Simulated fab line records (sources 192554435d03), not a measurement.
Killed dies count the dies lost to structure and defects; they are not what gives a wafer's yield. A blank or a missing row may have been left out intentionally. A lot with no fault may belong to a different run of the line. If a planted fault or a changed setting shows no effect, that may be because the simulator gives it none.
8D (eight disciplines) problem report, filled in by code	flow n5Finfet	the parts of the form that need people (team, actions taken, sign-off) are left out

## 1. WHAT IS WRONG
spinSpeedRpm at N5_BEOL_M8_COAT_22 reads a mean of 1562.9 rpm on 6 wafers of 2 lots; wafers without a fault read 1499.8 rpm with a standard deviation of 1.1. That puts it +57 standard deviations away from the usual mean.
The step: resist thk 30 nm.
Earliest sighting: wafer L307.4 on lithoTrack-03 at day 13 12:54. Wafers with a number at this step in the record: 33, from 11 lots. The rule behind "out" and "out of limits": a value lying over 4 standard deviations away from the usual mean. Any other wafer with a number is counted as sound.

## 2. WHAT IT IS; WHAT IT IS NOT
question	is	is not
which readings at this step	spinSpeedRpm	-
which lots	L307, L310	L303, L314, L315, L316, L317, L320, L323, L324, L325
which wafers of those lots	all that have a number	-
read on which tools	lithoTrack-03	lithoTrack-01, lithoTrack-02
when	from day 13 12:54	up to then (3 sound wafers); but 24 sound wafers of L314, L315, L316, L317, L320, L323, L324, L325 came after

## 3. SUSPECTS, AND WHAT RULES EACH OUT
Counting: any tool at a process step up to the reading is kept as a suspect provided that every lot that is out went through it and no sound lot did after the first of them.
- lithoTrack-03 at N5_BEOL_M8_COAT_22 (resist thk 30 nm): ruled out as a lasting fault. After its first lot that is out, L307 (day 13 12:54), sound lots L320, L324 ran on it.
Left after counting: nothing in the record.

## 4. THE CAUSE (what the simulator had put in)
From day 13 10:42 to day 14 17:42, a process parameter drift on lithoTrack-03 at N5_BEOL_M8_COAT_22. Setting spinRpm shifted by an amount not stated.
Counting ruled it out, wrongly.

## 5. SEQUENCE OF EFFECTS, ordered by route
Each row: a reading where the mean over the struck wafers with a number is more than 3 standard deviations away from the usual. Only readings for which the record gives a usual standard deviation are gone through. hours: the time from each lot's start at the first step in this table that gives one to its start at this step, as a median over the lots. sigmas: the change in usual standard deviations.
hours	step	reading	usual	on struck wafers	change	sigmas
0	N5_BEOL_M8_COAT_22	spinSpeedRpm	1499.8 rpm	1562.9	+63.1	+57
Here are the process steps it includes:
- N5_BEOL_M8_COAT_22: resist thk 30 nm.
Later steps that measure or inspect, where all struck wafers having a row at the step show a number for every such reading and not one has moved that far: N5_BEOL_M8_CD_MEAS_28.

## 6. HOW IT WOULD HAVE BEEN CAUGHT EARLIER
The fault began at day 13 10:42; the first out-of-limits reading in this record came at day 13 12:54, 2 hours later.
